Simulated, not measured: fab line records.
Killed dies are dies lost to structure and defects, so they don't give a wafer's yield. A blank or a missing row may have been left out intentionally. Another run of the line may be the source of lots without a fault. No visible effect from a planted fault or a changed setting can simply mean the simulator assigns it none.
Split-lot experiment	flow n5Finfet	7 lots, 21 wafers read, on a route of 1938 steps

THE SPLIT
At N5_BEOL_M15_COAT_56 (time 60 s, resist thk 550 nm), the setting spinRpm was moved away from the recipe's 1500 rpm on 7 of the 21 wafers read, by -6.2% to +5.9%. All remaining wafers had this setting at the recipe value.

Reading taken at the split's own step.

THE READING
SOC_of_BEOL_M15_COAT_56.thkNm (the simulator's own value, which no gauge read), in nm, at N5_BEOL_M15_COAT_56 (time 60 s, resist thk 550 nm). There is no usual value for it anywhere in the file. The 14 wafers here that ran the recipe average 550.7 nm, standard deviation 1.6 nm.

wafer	tool, chamber at the split	spinRpm as run, rpm	against the recipe	SOC_of_BEOL_M15_COAT_56.thkNm, nm	against lot-mates on the recipe
L078.1	lithoTrack-04, 0	1500	recipe	550	-
L078.6	lithoTrack-04, 0	1500	recipe	550	-
L078.2	lithoTrack-04, 0	1500	recipe	550.6	-
L079.3	lithoTrack-04, 0	1500	recipe	550.2	-
L079.4	lithoTrack-04, 0	1588	+5.9%	535.2	-15.0
L079.5	lithoTrack-04, 0	1588	+5.9%	533.2	-17.0
L088.4	lithoTrack-02, 0	1500	recipe	549	-
L088.5	lithoTrack-02, 0	1500	recipe	549.8	-
L088.6	lithoTrack-02, 0	1585	+5.7%	536.2	-13.2
L087.3	lithoTrack-02, 0	1500	recipe	549.4	-
L087.4	lithoTrack-02, 0	1500	recipe	549	-
L087.6	lithoTrack-02, 0	1500	recipe	548.4	-
L091.1	lithoTrack-03, 0	1500	recipe	552	-
L091.3	lithoTrack-03, 0	1407	-6.2%	569.6	+17.2
L091.4	lithoTrack-03, 0	1500	recipe	552.8	-
L093.1	lithoTrack-04, 0	1574	+4.9%	539	-13.8
L093.3	lithoTrack-04, 0	1574	+4.9%	538.2	-14.6
L093.4	lithoTrack-04, 0	1500	recipe	552.8	-
L097.2	lithoTrack-04, 0	1500	recipe	553.2	-
L097.4	lithoTrack-04, 0	1500	recipe	553.2	-
L097.5	lithoTrack-04, 0	1570	+4.7%	539	-14.2

THE FIT
A straight line over all 21 wafers: SOC_of_BEOL_M15_COAT_56.thkNm changes by -2.74 nm for each +1% of spinRpm; r = -0.98; the points scatter about the line by 1.6 nm.
The same after taking each lot's own level away (the mean of its wafers on the recipe; 21 wafers): -2.74 nm for each +1%; r = -1.00; scatter 0.8 nm.
Per that fit: largest spinRpm move, reading shift of 17 nm.
Measured against the standard deviation above, the lots' own levels, which go from 548.93 to 553.20 nm, span 2.6 times it.
Consequently the slope shifts little with the lot-to-lot level, the two slopes agreeing.
Check: +16.9 nm against its lot-mates is what the line predicts for one of the wafers moved furthest among these (-6.2%) when that wafer is left out of the fit. Against them it came out at +17.2 nm.

OTHER SPLITS ON THESE WAFERS
Note: prior to the reading, these wafers also went through further splits. Each is held against what the fit with the lots' levels taken away leaves over:
other split on the same wafers	wafers away from the commonest value	r with SOC_of_BEOL_M15_COAT_56.thkNm (lot level and that fit taken away)
N5_BEOL_M11_VIA_ETCH_34 timeS	7	+0.35
N5_BEOL_M12_SPUTTER_44 timeS	9	-0.24
N5_BEOL_M13_SPUTTER_43 timeS	5	+0.22

THE FILE'S OWN FIT
SOC_of_BEOL_M15_COAT_56.thkNm changes by -2.72 nm for each +1% of spinRpm, r = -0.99.
